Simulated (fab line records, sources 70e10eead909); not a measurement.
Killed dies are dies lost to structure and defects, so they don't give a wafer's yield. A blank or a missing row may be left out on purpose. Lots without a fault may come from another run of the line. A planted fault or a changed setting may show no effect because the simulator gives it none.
Which tool did it? | flow nand_harc | 22 lots, 66 wafers sampled, at 6 steps of a route of 1302

WHAT THE GAUGES READ, wafer by wafer
The record holds no reading of a measuring or inspecting step that can be judged against a usual standard deviation.

WHICH TOOL RAN EACH LOT (tool, then ch and the chambers of the sampled wafers, then the start)
lot  | NHARC_A_STAIRCASE_TRIM_187         | NHARC_A_STAIRCASE_TRIM_189     | NHARC_A_STAIRCASE_ETCH_190     | NHARC_A_STAIRCASE_TRIM_191     | NHARC_A_STAIRCASE_TRIM_226     | NHARC_A_STAIRCASE_TRIM_233
L074 | rie_diel-03 ch 0,1,2, day 15 16:50 | rie_diel-03 ch 1,2,3, no start | rie_diel-03 ch 0,1,2, no start | rie_diel-03 ch 0,1, no start   | rie_diel-03 ch 1,3, no start   | rie_diel-12 ch 0,1,2, no start
L075 | rie_diel-12 ch 0,3, day 16 08:11   | rie_diel-12 ch 0,1,3, no start | rie_diel-12 ch 1,2,3, no start | rie_diel-12 ch 1,2, no start   | rie_diel-03 ch 1,2, no start   | rie_diel-03 ch 1,2,3, no start
L076 | rie_diel-12 ch 0,2,3, day 16 08:32 | rie_diel-12 ch 1,3, no start   | rie_diel-12 ch 0,2, no start   | rie_diel-12 ch 0,1,2, no start | rie_diel-03 ch 1,2, no start   | rie_diel-13 ch 0,2,3, no start
L077 | rie_diel-12 ch 0,1,3, day 17 02:26 | rie_diel-12 ch 0,1,3, no start | rie_diel-12 ch 1,2,3, no start | rie_diel-12 ch 1,2,3, no start | rie_diel-03 ch 0,2,3, no start | rie_diel-03 ch 0,1,2, no start
L080 | rie_diel-13 ch 2,3, day 17 18:50   | rie_diel-13 ch 1,3, no start   | rie_diel-13 ch 0,1, no start   | rie_diel-13 ch 0,3, no start   | rie_diel-03 ch 0,2, no start   | rie_diel-13 ch 1,2, no start
L079 | rie_diel-13 ch 0,1,2, day 17 19:58 | rie_diel-13 ch 0,1,3, no start | rie_diel-13 ch 1,2,3, no start | rie_diel-13 ch 0,2,3, no start | rie_diel-03 ch 1,2, no start   | rie_diel-12 ch 0,2, no start
L081 | rie_diel-12 ch 0,1,2, day 18 12:02 | rie_diel-12 ch 0,1,3, no start | rie_diel-12 ch 0,1,3, no start | rie_diel-12 ch 1,2,3, no start | rie_diel-03 ch 2,3, no start   | rie_diel-13 ch 0,1,3, no start
L082 | rie_diel-13 ch 2,3, day 19 09:12   | rie_diel-13 ch 0,3, no start   | rie_diel-13 ch 0,2,3, no start | rie_diel-13 ch 0,2,3, no start | rie_diel-12 ch 0,2,3, no start | rie_diel-03 ch 1,2,3, no start
L083 | rie_diel-12 ch 0,2,3, day 19 10:47 | rie_diel-12 ch 1,2, no start   | rie_diel-12 ch 1,2,3, no start | rie_diel-12 ch 0,1,2, no start | rie_diel-13 ch 0,3, no start   | rie_diel-03 ch 0,1,3, no start
L084 | rie_diel-13 ch 0,1, day 20 06:05   | rie_diel-12 ch 0,1,2, no start | rie_diel-12 ch 1,2, no start   | rie_diel-12 ch 0,3, no start   | rie_diel-12 ch 0,1,3, no start | rie_diel-13 ch 1,2, no start
L085 | rie_diel-13 ch 1,2,3, day 20 09:54 | rie_diel-13 ch 1,3, no start   | rie_diel-13 ch 2,3, no start   | rie_diel-13 ch 0,2, no start   | rie_diel-03 ch 2,3, no start   | rie_diel-03 ch 0,1, no start
L086 | rie_diel-03 ch 1,3, day 20 14:24   | rie_diel-03 ch 1,3, no start   | rie_diel-03 ch 0,2, no start   | rie_diel-03 ch 0,2,3, no start | rie_diel-12 ch 1,2,3, no start | rie_diel-03 ch 1,3, no start
L087 | rie_diel-03 ch 0,1,2, day 21 16:25 | rie_diel-03 ch 0,3, no start   | rie_diel-03 ch 0,1,2, no start | rie_diel-03 ch 1,2, no start   | rie_diel-13 ch 0,3, no start   | rie_diel-03 ch 1,2, no start
L088 | rie_diel-03 ch 0,2,3, day 21 19:34 | rie_diel-03 ch 0,1,2, no start | rie_diel-03 ch 0,2,3, no start | rie_diel-03 ch 0,1,2, no start | rie_diel-03 ch 0,2,3, no start | rie_diel-03 ch 1,2,3, no start
L090 | rie_diel-12 ch 0,1,2, day 22 23:40 | rie_diel-12 ch 0,2, no start   | rie_diel-12 ch 0,2,3, no start | rie_diel-12 ch 1,3, no start   | rie_diel-03 ch 0,2,3, no start | rie_diel-03 ch 0,1,3, no start
L089 | rie_diel-12 ch 0,1,3, day 22 23:54 | rie_diel-12 ch 0,2,3, no start | rie_diel-12 ch 2,3, no start   | rie_diel-12 ch 0,3, no start   | rie_diel-13 ch 0,2,3, no start | rie_diel-13 ch 0,1, no start
L091 | rie_diel-03 ch 1,2,3, day 23 04:00 | rie_diel-03 ch 0,1,3, no start | rie_diel-03 ch 0,2,3, no start | rie_diel-03 ch 0,2,3, no start | rie_diel-03 ch 0,1,3, no start | rie_diel-13 ch 1,2, no start
L093 | rie_diel-03 ch 0,1,2, day 23 14:17 | rie_diel-03 ch 0,1, no start   | rie_diel-03 ch 1,2, no start   | rie_diel-03 ch 0,3, no start   | rie_diel-03 ch 0,1,2, no start | rie_diel-13 ch 2,3, no start
L092 | rie_diel-13 ch 1,3, day 23 19:23   | rie_diel-13 ch 1,3, no start   | rie_diel-13 ch 0,1,2, no start | rie_diel-13 ch 1,3, no start   | rie_diel-13 ch 0,2,3, no start | rie_diel-12 ch 0,1, no start
L096 | rie_diel-03 ch 1,2, day 25 02:27   | rie_diel-03 ch 0,1,2, no start | rie_diel-03 ch 1,2,3, no start | rie_diel-03 ch 0,3, no start   | rie_diel-13 ch 0,1, no start   | rie_diel-03 ch 0,2, no start
L097 | rie_diel-13 ch 1,2,3, day 25 02:51 | rie_diel-13 ch 0,2,3, no start | rie_diel-13 ch 0,1,2, no start | rie_diel-13 ch 0,1,2, no start | rie_diel-12 ch 0,2,3, no start | rie_diel-13 ch 0,2,3, no start
L095 | rie_diel-03 ch 0,3, day 25 05:38   | rie_diel-03 ch 0,1, no start   | rie_diel-03 ch 0,1,2, no start | rie_diel-03 ch 0,3, no start   | rie_diel-03 ch 2,3, no start   | rie_diel-13 ch 0,1, no start
- NHARC_A_STAIRCASE_TRIM_187: chemistry O2, time 211.2 s.
- NHARC_A_STAIRCASE_TRIM_189: chemistry O2, time 211.2 s.
- NHARC_A_STAIRCASE_ETCH_190: etches the open film in C4F8/O2, target depth 100 nm, time 40.5 s.
- NHARC_A_STAIRCASE_TRIM_191: chemistry O2, time 211.2 s.
- NHARC_A_STAIRCASE_TRIM_226: chemistry O2, time 211.2 s.
- NHARC_A_STAIRCASE_TRIM_233: chemistry O2, time 211.2 s.

WHAT THE TOOLS THEMSELVES READ (means of the sampled wafers that have a number; where no wafer has one, the mark that the record gives instead)
NHARC_A_STAIRCASE_TRIM_187.
lot  | tool        | drypump_motor_current_A (A) | oes_product_au (a.u.) | rf_vpp_V (V) | showerhead_plenum_p_Torr (Torr) | throttle_valve_pct (%)
L074 | rie_diel-03 | 6.1                         | 1.011                 | 57.0         | 3.37                            | 17.035
L075 | rie_diel-12 | 5.8                         | 1.014                 | 58.0         | 3.60                            | 17.033
L076 | rie_diel-12 | 5.7                         | 1.009                 | 57.8         | 3.55                            | 17.038
L077 | rie_diel-12 | 5.8                         | 0.999                 | 57.7         | 3.52                            | 17.040
L080 | rie_diel-13 | 6.2                         | 1.006                 | 57.4         | 3.44                            | 17.037
L079 | rie_diel-13 | 6.4                         | 0.992                 | 57.3         | 3.64                            | 17.032
L081 | rie_diel-12 | 5.8                         | 1.009                 | 57.9         | 3.47                            | 17.034
L082 | rie_diel-13 | 6.2                         | 1.014                 | 57.4         | 3.44                            | 17.044
L083 | rie_diel-12 | 5.7                         | 1.003                 | 56.9         | 3.53                            | 17.037
L084 | rie_diel-13 | 6.4                         | 0.985                 | 57.3         | 3.73                            | 17.035
L085 | rie_diel-13 | 6.2                         | 1.001                 | 57.7         | 3.53                            | 17.045
L086 | rie_diel-03 | 6.0                         | 0.998                 | 58.5         | 3.74                            | 17.041
L087 | rie_diel-03 | 6.1                         | 1.013                 | 58.0         | 3.53                            | 17.035
L088 | rie_diel-03 | 6.0                         | 1.006                 | 57.9         | 3.50                            | 17.033
L090 | rie_diel-12 | 5.7                         | 1.001                 | 57.8         | 3.45                            | 17.039
L089 | rie_diel-12 | 5.8                         | 1.004                 | 58.1         | 3.50                            | 17.042
L091 | rie_diel-03 | 6.0                         | 0.988                 | 57.2         | 3.61                            | 17.038
L093 | rie_diel-03 | 6.1                         | 0.994                 | 57.6         | 3.52                            | 17.027
L092 | rie_diel-13 | 5.9                         | 1.000                 | 58.3         | 3.79                            | 17.039
L096 | rie_diel-03 | 6.1                         | 0.994                 | 57.5         | 3.50                            | 17.034
L097 | rie_diel-13 | 6.2                         | 0.993                 | 58.1         | 3.68                            | 17.037
L095 | rie_diel-03 | 6.0                         | 1.008                 | 58.3         | 3.59                            | 17.025

NHARC_A_STAIRCASE_TRIM_189.
lot  | tool        | drypump_motor_current_A (A) | oes_product_au (a.u.) | rf_vpp_V (V) | showerhead_plenum_p_Torr (Torr) | throttle_valve_pct (%)
L074 | rie_diel-03 | 6.0                         | 1.001                 | 58.5         | 3.46                            | 17.034
L075 | rie_diel-12 | 5.8                         | 1.001                 | 57.6         | 3.53                            | 17.045
L076 | rie_diel-12 | 5.7                         | 1.003                 | 57.4         | 3.51                            | 17.031
L077 | rie_diel-12 | 5.9                         | 1.007                 | 57.8         | 3.52                            | 17.029
L080 | rie_diel-13 | 5.9                         | 1.004                 | 57.7         | 3.47                            | 17.040
L079 | rie_diel-13 | 6.1                         | 0.993                 | 57.7         | 3.57                            | 17.036
L081 | rie_diel-12 | 5.8                         | 1.010                 | 57.8         | 3.52                            | 17.031
L082 | rie_diel-13 | 6.1                         | 0.999                 | 58.3         | 3.51                            | 17.037
L083 | rie_diel-12 | 5.6                         | 0.999                 | 57.4         | 3.38                            | 17.036
L084 | rie_diel-12 | 5.7                         | 0.998                 | 57.1         | 3.46                            | 17.033
L085 | rie_diel-13 | 6.2                         | 1.000                 | 57.6         | 3.62                            | 17.047
L086 | rie_diel-03 | 6.0                         | 1.002                 | 58.0         | 3.74                            | 17.036
L087 | rie_diel-03 | 6.0                         | 1.003                 | 58.0         | 3.61                            | 17.045
L088 | rie_diel-03 | 6.1                         | 1.004                 | 58.1         | 3.53                            | 17.032
L090 | rie_diel-12 | 5.8                         | 1.003                 | 57.1         | 3.54                            | 17.038
L089 | rie_diel-12 | 5.7                         | 1.002                 | 57.6         | 3.52                            | 17.037
L091 | rie_diel-03 | 6.1                         | 1.008                 | 57.6         | 3.64                            | 17.032
L093 | rie_diel-03 | 6.2                         | 1.015                 | 57.9         | 3.55                            | 17.033
L092 | rie_diel-13 | 6.2                         | 0.990                 | 57.9         | 3.79                            | 17.036
L096 | rie_diel-03 | 6.1                         | 1.000                 | 57.0         | 3.52                            | 17.024
L097 | rie_diel-13 | 6.2                         | 1.002                 | 58.5         | 3.62                            | 17.036
L095 | rie_diel-03 | 6.2                         | 1.028                 | 58.4         | 3.67                            | 17.044

NHARC_A_STAIRCASE_ETCH_190.
lot  | tool        | oes_product_au (a.u.) | rf_vpp_V (V)
L074 | rie_diel-03 | 0.948                 | 890
L075 | rie_diel-12 | 0.956                 | 894
L076 | rie_diel-12 | 0.956                 | 895
L077 | rie_diel-12 | 0.954                 | 893
L080 | rie_diel-13 | 0.943                 | 901
L079 | rie_diel-13 | 0.942                 | 896
L081 | rie_diel-12 | 0.953                 | 896
L082 | rie_diel-13 | 0.953                 | 894
L083 | rie_diel-12 | 0.961                 | 894
L084 | rie_diel-12 | 0.943                 | 891
L085 | rie_diel-13 | 0.950                 | 890
L086 | rie_diel-03 | 0.945                 | 891
L087 | rie_diel-03 | 0.938                 | 896
L088 | rie_diel-03 | 0.942                 | 895
L090 | rie_diel-12 | 0.932                 | 896
L089 | rie_diel-12 | 0.938                 | 896
L091 | rie_diel-03 | 0.939                 | 894
L093 | rie_diel-03 | 0.938                 | 901
L092 | rie_diel-13 | 0.945                 | 900
L096 | rie_diel-03 | 0.939                 | 899
L097 | rie_diel-13 | 0.938                 | 900
L095 | rie_diel-03 | 0.958                 | 896

NHARC_A_STAIRCASE_TRIM_191.
lot  | tool        | drypump_motor_current_A (A) | oes_product_au (a.u.) | rf_vpp_V (V) | showerhead_plenum_p_Torr (Torr) | throttle_valve_pct (%)
L074 | rie_diel-03 | 6.2                         | 1.005                 | 57.0         | 3.34                            | 17.026
L075 | rie_diel-12 | 5.6                         | 1.016                 | 57.2         | 3.39                            | 17.034
L076 | rie_diel-12 | 5.7                         | 1.010                 | 58.3         | 3.48                            | 17.039
L077 | rie_diel-12 | 5.6                         | 1.005                 | 57.6         | 3.46                            | 17.033
L080 | rie_diel-13 | 5.8                         | 1.010                 | 57.7         | 3.41                            | 17.022
L079 | rie_diel-13 | 6.1                         | 1.004                 | 58.2         | 3.48                            | 17.035
L081 | rie_diel-12 | 5.6                         | 1.014                 | 57.6         | 3.46                            | 17.028
L082 | rie_diel-13 | 6.1                         | 1.011                 | 57.6         | 3.47                            | 17.033
L083 | rie_diel-12 | 5.7                         | 1.011                 | 57.7         | 3.46                            | 17.027
L084 | rie_diel-12 | 5.9                         | 1.004                 | 57.4         | 3.60                            | 17.032
L085 | rie_diel-13 | 6.5                         | 1.003                 | 58.2         | 3.53                            | 17.031
L086 | rie_diel-03 | 6.0                         | 0.996                 | 58.3         | 3.50                            | 17.048
L087 | rie_diel-03 | 6.1                         | 0.998                 | 57.8         | 3.65                            | 17.041
L088 | rie_diel-03 | 6.1                         | 1.004                 | 57.0         | 3.53                            | 17.029
L090 | rie_diel-12 | 5.8                         | 0.993                 | 57.6         | 3.42                            | 17.032
L089 | rie_diel-12 | 6.0                         | 0.998                 | 58.1         | 3.59                            | 17.038
L091 | rie_diel-03 | 6.0                         | 0.999                 | 57.4         | 3.49                            | 17.032
L093 | rie_diel-03 | 6.0                         | 0.994                 | 57.4         | 3.59                            | 17.034
L092 | rie_diel-13 | 5.8                         | 1.002                 | 58.4         | 3.79                            | 17.042
L096 | rie_diel-03 | 6.0                         | 1.010                 | 58.1         | 3.59                            | 17.036
L097 | rie_diel-13 | 6.4                         | 1.007                 | 58.1         | 3.61                            | 17.041
L095 | rie_diel-03 | 6.0                         | 1.010                 | 57.6         | 3.59                            | 17.026

NHARC_A_STAIRCASE_TRIM_226.
lot  | tool        | drypump_motor_current_A (A) | oes_product_au (a.u.) | rf_vpp_V (V) | showerhead_plenum_p_Torr (Torr) | throttle_valve_pct (%)
L074 | rie_diel-03 | 5.99                        | 1.001                 | 57.0         | 3.57                            | 17.028
L075 | rie_diel-03 | 6.11                        | 0.993                 | 57.1         | 3.31                            | 17.040
L076 | rie_diel-03 | 6.07                        | 1.000                 | 56.6         | 3.35                            | 17.044
L077 | rie_diel-03 | 6.01                        | 1.011                 | 57.7         | 3.51                            | 17.032
L080 | rie_diel-03 | 6.05                        | 1.007                 | 57.0         | 3.39                            | 17.037
L079 | rie_diel-03 | 6.12                        | 0.986                 | 57.6         | 3.30                            | 17.039
L081 | rie_diel-03 | 5.94                        | 1.007                 | 57.8         | 3.60                            | 17.043
L082 | rie_diel-12 | 5.72                        | 1.009                 | 58.1         | 3.53                            | 17.040
L083 | rie_diel-13 | 6.07                        | 1.007                 | 57.4         | 3.51                            | 17.032
L084 | rie_diel-12 | 5.83                        | 0.999                 | 57.6         | 3.51                            | 17.037
L085 | rie_diel-03 | 5.98                        | 0.995                 | 57.5         | 3.47                            | 17.039
L086 | rie_diel-12 | 5.60                        | 0.994                 | 57.8         | 3.45                            | 17.036
L087 | rie_diel-13 | 6.08                        | 1.001                 | 58.2         | 3.49                            | 17.029
L088 | rie_diel-03 | 6.02                        | 1.002                 | 57.6         | 3.49                            | 17.042
L090 | rie_diel-03 | 6.03                        | 1.009                 | 56.9         | 3.49                            | 17.045
L089 | rie_diel-13 | 6.14                        | 1.009                 | 57.8         | 3.63                            | 17.039
L091 | rie_diel-03 | 6.09                        | 1.005                 | 58.1         | 3.64                            | 17.040
L093 | rie_diel-03 | 6.12                        | 1.010                 | 58.4         | 3.52                            | 17.037
L092 | rie_diel-13 | 6.13                        | 1.007                 | 57.7         | 3.62                            | 17.038
L096 | rie_diel-13 | 6.35                        | 1.020                 | 57.9         | 3.64                            | 17.024
L097 | rie_diel-12 | 5.71                        | 1.001                 | 58.1         | 3.51                            | 17.047
L095 | rie_diel-03 | 5.95                        | 0.998                 | 57.2         | 3.45                            | 17.034

NHARC_A_STAIRCASE_TRIM_233.
lot  | tool        | drypump_motor_current_A (A) | oes_product_au (a.u.) | rf_vpp_V (V) | showerhead_plenum_p_Torr (Torr) | throttle_valve_pct (%)
L074 | rie_diel-12 | 5.7                         | 1.014                 | 58.0         | 3.48                            | 17.034
L075 | rie_diel-03 | 6.0                         | 1.002                 | 57.4         | 3.46                            | 17.034
L076 | rie_diel-13 | 6.1                         | 1.009                 | 57.9         | 3.48                            | 17.031
L077 | rie_diel-03 | 6.1                         | 1.000                 | 56.9         | 3.37                            | 17.041
L080 | rie_diel-13 | 6.5                         | 1.000                 | 58.5         | 3.61                            | 17.035
L079 | rie_diel-12 | 5.9                         | 1.005                 | 57.5         | 3.56                            | 17.049
L081 | rie_diel-13 | 6.1                         | 0.993                 | 57.1         | 3.57                            | 17.042
L082 | rie_diel-03 | 6.0                         | 0.997                 | 57.5         | 3.45                            | 17.038
L083 | rie_diel-03 | 6.1                         | 1.011                 | 58.2         | 3.47                            | 17.036
L084 | rie_diel-13 | 6.5                         | 0.982                 | 57.7         | 3.69                            | 17.035
L085 | rie_diel-03 | 6.2                         | 1.021                 | 57.6         | 3.56                            | 17.045
L086 | rie_diel-03 | 6.1                         | 0.997                 | 58.1         | 3.77                            | 17.029
L087 | rie_diel-03 | 6.1                         | 0.997                 | 58.3         | 3.51                            | 17.040
L088 | rie_diel-03 | 6.0                         | 0.990                 | 58.2         | 3.62                            | 17.032
L090 | rie_diel-03 | 6.1                         | 1.001                 | 58.8         | 3.64                            | 17.038
L089 | rie_diel-13 | 6.3                         | 1.014                 | 58.8         | 3.65                            | 17.039
L091 | rie_diel-13 | 6.5                         | 0.993                 | 58.0         | 3.68                            | 17.037
L093 | rie_diel-13 | 5.9                         | 0.996                 | 58.7         | 3.69                            | 17.037
L092 | rie_diel-12 | 5.9                         | 0.991                 | 57.7         | 3.42                            | 17.034
L096 | rie_diel-03 | 6.1                         | 1.011                 | 57.1         | 3.39                            | 17.033
L097 | rie_diel-13 | 6.1                         | 0.998                 | 57.5         | 3.62                            | 17.037
L095 | rie_diel-13 | 6.4                         | 1.014                 | 58.5         | 3.64                            | 17.031

THE ANSWER, worked out from the rows above alone
Rule: what is usual is taken from the lots themselves. Put in order of their means at a reading, lots are off if they are a third of the lots or fewer, leave a main group of 4 or more, and stand apart from it by a gap of 3 or more times the standard deviation of the main group's means; of several such gaps the widest counts. A main group whose means are all the same, to the digits that the tables above print for the reading, isn't used. A lot without any number at a reading at which 4 lots or more have one is off too. The other lots that the step has rows for count as sound. The gauges are gone through in route order, then the tools' own readings, and for those a lot's mean is taken as printed above. The first step at which some lot is off is used, and at that step the reading that is off furthest; a lot without a number counts as furthest.
No lot is off at any reading shown: from this, nothing can be told.

WHAT THE SIMULATOR HAD PUT IN
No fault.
